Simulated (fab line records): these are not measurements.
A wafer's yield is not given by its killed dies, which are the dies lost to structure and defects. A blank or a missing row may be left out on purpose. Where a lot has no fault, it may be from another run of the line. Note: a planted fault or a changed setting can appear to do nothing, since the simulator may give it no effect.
Matching of chambers / flow n5_finfet / uv_cure-03 running N5_BEOL_M8_CURE_74: 3 sister chambers
The step cures SiCOH lowk, time 240 s. 14 wafers are shown with their chamber, then 7 later ones without.

== EACH WAFER AND ITS CHAMBER ==
wafer=L075.1; chamber=2; wafer_temp_C_max=387.6; lamp_power_pct (%)=52.38
wafer=L075.4; chamber=2; wafer_temp_C_max=388.4; lamp_power_pct (%)=52.38
wafer=L075.6; chamber=2; wafer_temp_C_max=387.9; lamp_power_pct (%)=52.37
wafer=L079.1; chamber=1; wafer_temp_C_max=386.1; lamp_power_pct (%)=52.25
wafer=L079.2; chamber=1; wafer_temp_C_max=386.6; lamp_power_pct (%)=52.26
wafer=L079.3; chamber=1; wafer_temp_C_max=386.4; lamp_power_pct (%)=52.41
wafer=L080.3; chamber=0; wafer_temp_C_max=386.1; lamp_power_pct (%)=52.28
wafer=L080.4; chamber=0; wafer_temp_C_max=386.4; lamp_power_pct (%)=52.30
wafer=L080.5; chamber=0; wafer_temp_C_max=386.3; lamp_power_pct (%)=52.41
wafer=L081.1; chamber=0; wafer_temp_C_max=386.7; lamp_power_pct (%)=52.34
wafer=L081.5; chamber=0; wafer_temp_C_max=386.1; lamp_power_pct (%)=52.23
wafer=L081.6; chamber=0; wafer_temp_C_max=386.8; lamp_power_pct (%)=52.37
wafer=L084.1; chamber=1; wafer_temp_C_max=386.0; lamp_power_pct (%)=52.32
wafer=L084.2; chamber=1; wafer_temp_C_max=386.9; lamp_power_pct (%)=52.22

SIGNATURES (averages over the wafers above)
reading=wafer_temp_C_max; chamber 0=386.400; chamber 1=386.400; chamber 2=387.967; scatter within a chamber=0.345
reading=lamp_power_pct; chamber 0=52.3217; chamber 1=52.2920; chamber 2=52.3767; scatter within a chamber=0.0631
Rule: for a wafer and a chamber, the distance is found by dividing, reading by reading, the gap between the wafer's reading and the chamber's mean by the reading's scatter, squaring, summing and taking the root. If the next closest chamber is less than 2 further off than the closest, the wafer can't be placed; otherwise it belongs to the closest. The scatter is the square root of a quotient: the sum, over the shown wafers, of each reading's squared deviation from its chamber's mean, divided by wafers minus chambers.

== WAFERS WHOSE CHAMBER IS MISSING ==
wafer=L084.3; wafer_temp_C_max=385.9; lamp_power_pct (%)=52.26
wafer=L089.1; wafer_temp_C_max=387.9; lamp_power_pct (%)=52.38
wafer=L089.4; wafer_temp_C_max=387.8; lamp_power_pct (%)=52.23
wafer=L089.6; wafer_temp_C_max=387.5; lamp_power_pct (%)=52.35
wafer=L096.1; wafer_temp_C_max=386.8; lamp_power_pct (%)=52.36
wafer=L096.2; wafer_temp_C_max=386.7; lamp_power_pct (%)=52.30
wafer=L096.6; wafer_temp_C_max=386.2; lamp_power_pct (%)=52.34

== CHAMBER TAKEN BY EACH ==
wafer=L084.3; from the rows above=can't be placed: 1 or 0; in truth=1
wafer=L089.1; from the rows above=2; in truth=2
wafer=L089.4; from the rows above=can't be placed: 2 or 1 or 0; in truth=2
wafer=L089.6; from the rows above=can't be placed: 2 or 0 or 1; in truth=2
wafer=L096.1; from the rows above=can't be placed: 0 or 1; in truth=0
wafer=L096.2; from the rows above=can't be placed: 1 or 0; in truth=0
wafer=L096.6; from the rows above=can't be placed: 0 or 1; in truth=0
Correct placement for 1 of the 7. From these rows, 6 cannot be placed; in 6 the true chamber is one of the candidates. Wrongly placed: 0.
